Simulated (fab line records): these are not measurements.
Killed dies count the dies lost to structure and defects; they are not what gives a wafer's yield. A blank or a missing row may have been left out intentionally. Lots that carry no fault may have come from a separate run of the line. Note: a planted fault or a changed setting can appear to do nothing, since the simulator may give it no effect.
fab line records ; flow n5_finfet
[record] lots = 6; wafers = 18; last_day = 17
route steps=1938 shown TV_OPEN@1891 PAD_METAL@1893 PASSIVATION@1897
lots that met no fault: from a run of the same line without faults
start_h: hours from the record's first day to the start of the lot's first wafer shown ; wait_h: hours from the lot's prior step to this one ; " same as the row above ; L1.1+2: several wafers, shown together as one row ; - no value, or no start was given ; * or withheld: withheld ; < > ~ a bound
route shown NAME@n: a module of which the file shows steps, and the number in the route of the first ; usual: average and standard deviation across the fault-free wafers ; same: alike in all rows ; chamber/n: place in a boat ; sites: readings site by site ; _std_site: the values' standard deviation ; _edge_site: mean of outer sites minus mean of inner sites ; radius_mm: for every site, how far away it sits from the centre of the wafer ; mask NAME#n: copy n ; behind: tool/chamber where the wafer was last shaped ; hold: why the lot went on hold/how many hours it stayed there/how the hold came to an end ; device: the n, p or np transistor that did not switch ; end of line: the route-end tests of the same wafers ; a step given without rows: its recipe and nothing more ; killed: not the wafer's yield, but the dies lost to structure and defects at the first sort ; map: a wafer's dies, x killed, . not, _ none there
set.NAME: the setting that was run; set.NAME@STEP: the one run at that earlier step ; model.NAME: the simulator's own value behind a step, which no gauge read
certain route steps with their lots: each step a table, each wafer a row
services: the hour from which a tool's chamber was out of use, counted from the record's first day as start_h (under 0 if before that day), plus the number of hours and why
[[steps]]
[step N5_PASSIVATION_STRIP_73]
[recipe] chemistry = post_etch_residue_remover; time_s = 60; temp_c = 25; remover_ph = withheld; remover_water_wt_pct = withheld; remover_fluoride_wt_pct = withheld
[step N5_PASSIVATION_SRD_17]
[recipe] time_s = 30; temp_c = 23; rinse_liquid = diw; dry = n2_spin; spin_rpm = 1500; dry_time_s = 30
[step N5_PASSIVATION_DEGAS_18]
[recipe] ambient = vacuum; temp_c = 300; time_s = 60
[usual] heater_power_w = 456/36
lot.wafer;tool;chamber;start_h;wait_h;heater_power_w
L239.1;pvd_sputter-02;-;303.15;0.2;426
L239.2;pvd_sputter-02;-;303.15;0.2;510
L239.3;pvd_sputter-02;-;303.15;0.2;426
L238.2;pvd_sputter-01;-;303.64;0.3;436
L238.3;pvd_sputter-01;-;303.64;0.3;453
L238.5;pvd_sputter-01;-;303.64;0.3;450
L244.2;pvd_sputter-03;-;337.71;0.0;477
L244.3;pvd_sputter-03;-;337.71;0.0;532
L244.4;pvd_sputter-03;-;337.71;0.0;491
L246.2;pvd_sputter-02;-;341.89;0.6;491
L246.3;pvd_sputter-02;-;341.89;0.6;427
L246.4;pvd_sputter-02;-;341.89;0.6;423
L253.3;pvd_sputter-01;-;403.97;0.5;448
L253.4;pvd_sputter-01;-;403.97;0.5;493
L253.5;pvd_sputter-01;-;403.97;0.5;431
L256.4;pvd_sputter-02;-;404.03;0.5;427
L256.5;pvd_sputter-02;-;404.03;0.5;421
L256.6;pvd_sputter-02;-;404.03;0.5;431
[step N5_PASSIVATION_PRE_CLEAN_19]
[recipe] gas = H2/He; time_s = *; temp_c = *
[usual] heater_power_w = 457/35
lot.wafer;tool;chamber;start_h;wait_h;heater_power_w
L239.1;pvd_sputter-02;-;303.19;0.0;425
L239.2;pvd_sputter-02;-;303.19;0.0;496
L239.3;pvd_sputter-02;-;303.19;0.0;432
L238.2;pvd_sputter-01;-;303.68;0.0;427
L238.3;pvd_sputter-01;-;303.68;0.0;454
L238.5;pvd_sputter-01;-;303.68;0.0;454
L244.2;pvd_sputter-03;-;337.75;0.0;489
L244.3;pvd_sputter-03;-;337.75;0.0;524
L244.4;pvd_sputter-03;-;337.75;0.0;476
L246.2;pvd_sputter-02;-;341.93;0.0;497
L246.3;pvd_sputter-02;-;341.93;0.0;435
L246.4;pvd_sputter-02;-;341.93;0.0;424
L253.3;pvd_sputter-01;-;404.01;0.0;460
L253.4;pvd_sputter-01;-;404.01;0.0;507
L253.5;pvd_sputter-01;-;404.01;0.0;437
L256.4;pvd_sputter-02;-;404.07;0.0;428
L256.5;pvd_sputter-02;-;404.07;0.0;417
L256.6;pvd_sputter-02;-;404.07;0.0;424
[step N5_PASSIVATION_SPUTTER_20]
[recipe] material = TaN; target_thk_a = 500; temp_c = 25; chamber_pressure_pa = 0.4
[usual] throttle_valve_pct = 29.8/1
lot.wafer;tool;chamber;start_h;wait_h;throttle_valve_pct
L239.1;pvd_sputter-02;-;303.23;0.0;28.2
L239.2;pvd_sputter-02;-;303.23;0.0;29.0
L239.3;pvd_sputter-02;-;303.23;0.0;29.0
L238.2;pvd_sputter-01;-;303.72;0.0;29.3
L238.3;pvd_sputter-01;-;303.72;0.0;30.2
L238.5;pvd_sputter-01;-;303.72;0.0;30.4
L244.2;pvd_sputter-03;-;337.79;0.0;30.8
L244.3;pvd_sputter-03;-;337.79;0.0;29.7
L244.4;pvd_sputter-03;-;337.79;0.0;30.7
L246.2;pvd_sputter-02;-;341.97;0.0;28.9
L246.3;pvd_sputter-02;-;341.97;0.0;28.1
L246.4;pvd_sputter-02;-;341.97;0.0;30.4
L253.3;pvd_sputter-01;-;404.05;0.0;30.8
L253.4;pvd_sputter-01;-;404.05;0.0;30.5
L253.5;pvd_sputter-01;-;404.05;0.0;29.6
L256.4;pvd_sputter-02;-;404.11;0.0;28.0
L256.5;pvd_sputter-02;-;404.11;0.0;30.7
L256.6;pvd_sputter-02;-;404.11;0.0;28.9
[step N5_PASSIVATION_AL_DEP_21]
[recipe] material = Al; target_thk_a = 28000; temp_c = 400; time_s = 170; power_w = 30000; chamber_pressure_pa = 0.4; gas = Ar
[usual] throttle_valve_pct = 29.8/1.1
lot.wafer;tool;chamber;start_h;wait_h;throttle_valve_pct
L239.1;pvd_sputter-02;-;303.33;0.1;27.9
L239.2;pvd_sputter-02;-;303.33;0.1;28.9
L239.3;pvd_sputter-02;-;303.33;0.1;28.7
L238.2;pvd_sputter-01;-;303.82;0.1;29.3
L238.3;pvd_sputter-01;-;303.82;0.1;30.4
L238.5;pvd_sputter-01;-;303.82;0.1;30.1
L244.2;pvd_sputter-03;-;337.89;0.1;30.4
L244.3;pvd_sputter-03;-;337.89;0.1;29.9
L244.4;pvd_sputter-03;-;337.89;0.1;30.5
L246.2;pvd_sputter-02;-;342.07;0.1;29.2
L246.3;pvd_sputter-02;-;342.07;0.1;28.0
L246.4;pvd_sputter-02;-;342.07;0.1;30.6
L253.3;pvd_sputter-01;-;404.15;0.1;30.8
L253.4;pvd_sputter-01;-;404.15;0.1;30.3
L253.5;pvd_sputter-01;-;404.15;0.1;29.7
L256.4;pvd_sputter-02;-;404.21;0.1;27.7
L256.5;pvd_sputter-02;-;404.21;0.1;30.7
L256.6;pvd_sputter-02;-;404.21;0.1;28.9
[step N5_PASSIVATION_HMDS_23]
[recipe] time_s = 60; temp_c = 120
[step N5_PASSIVATION_COAT_24]
[recipe] spin_rpm = 3000; resist_thk_nm = withheld
[step N5_PASSIVATION_EBR_26]
[recipe] solvent = PGMEA; ebr_width_mm = 1.5
[step N5_PASSIVATION_SOFTBAKE_25]
[recipe] temp_c = 100; time_s = 90
[step N5_PASSIVATION_EXPOSE_27]
[recipe] mask_id = PAD; na = 0.55; source_shape = conventional; sigma_outer = 0.8; polarization = unpolarized; defocus_nm = 0; dose_mj = 32.3
[step N5_PASSIVATION_PEB_28]
[recipe] peb_temp_c = withheld; peb_time_s = *
[step N5_PASSIVATION_DEVELOP_29]
[recipe] develop_time_s = 60; rinse_liquid = diw; dry = air_spin; dev_temp_c = 21
[usual] chill_plate_temp_C = 23.01/0.1; develop_time_s = 60/0
lot.wafer;tool;chamber;start_h;wait_h;chill_plate_temp_C;develop_time_s
L239.1;litho_track-03;0;303.81;-;22.95;60
L239.2;litho_track-03;0;303.81;-;22.96;60
L239.3;litho_track-03;0;303.81;-;22.80;60
L238.2;litho_track-04;0;304.18;-;23.08;60
L238.3;litho_track-04;0;304.18;-;22.97;60
L238.5;litho_track-04;0;304.18;-;23.08;60
L244.2;litho_track-03;-;338.37;-;-;-
L244.3;litho_track-03;-;338.37;-;-;-
L244.4;litho_track-03;-;338.37;-;-;-
L246.2;litho_track-01;-;342.44;-;-;-
L246.3;litho_track-01;-;342.44;-;-;-
L246.4;litho_track-01;-;342.44;-;-;-
L253.3;litho_track-01;0;404.50;-;22.80;60
L253.4;litho_track-01;0;404.50;-;22.90;60
L253.5;litho_track-01;0;404.50;-;23.07;60
L256.4;litho_track-04;0;404.70;-;22.90;60
L256.5;litho_track-04;0;404.70;-;22.96;60
L256.6;litho_track-04;0;404.70;-;22.76;60
[step N5_PASSIVATION_HARDBAKE_31]
[recipe] temp_c = 130; time_s = 120
[[services]]
tool;chamber;start_h;hours;kind
litho_track-03;-;311.60;-;consumable_replace:filter
litho_track-04;-;355.11;-;consumable_replace:filter
[[key]]
[first_sign] step = N5_PASSIVATION_DEVELOP_29; reading = tool_record; direction = missing
effect none on later readings
met_at N5_PASSIVATION_DEVELOP_29
struck_wafers L244.2,L244.3,L244.4,L246.2,L246.3,L246.4
later_rows_left_out L244.2,L244.3,L244.4,L246.2,L246.3,L246.4
sort_left_out L244.2,L244.3,L244.4,L246.2,L246.3,L246.4
onset_between 303.81 338.37
[fault] kind = skipped_step_whole; tool = litho_track-01,litho_track-03; chamber = -; onset_h = 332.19; steps = N5_PASSIVATION_DEVELOP_29; scope = struck_lots_only
// sort_left_out: the simulated sort isn't trusted on such a fault, so these wafers' sort isn't shown, and their yield isn't known
// later_rows_left_out: the simulator's readings of these wafers behind a module that went badly wrong aren't trusted and aren't shown, but for the sort
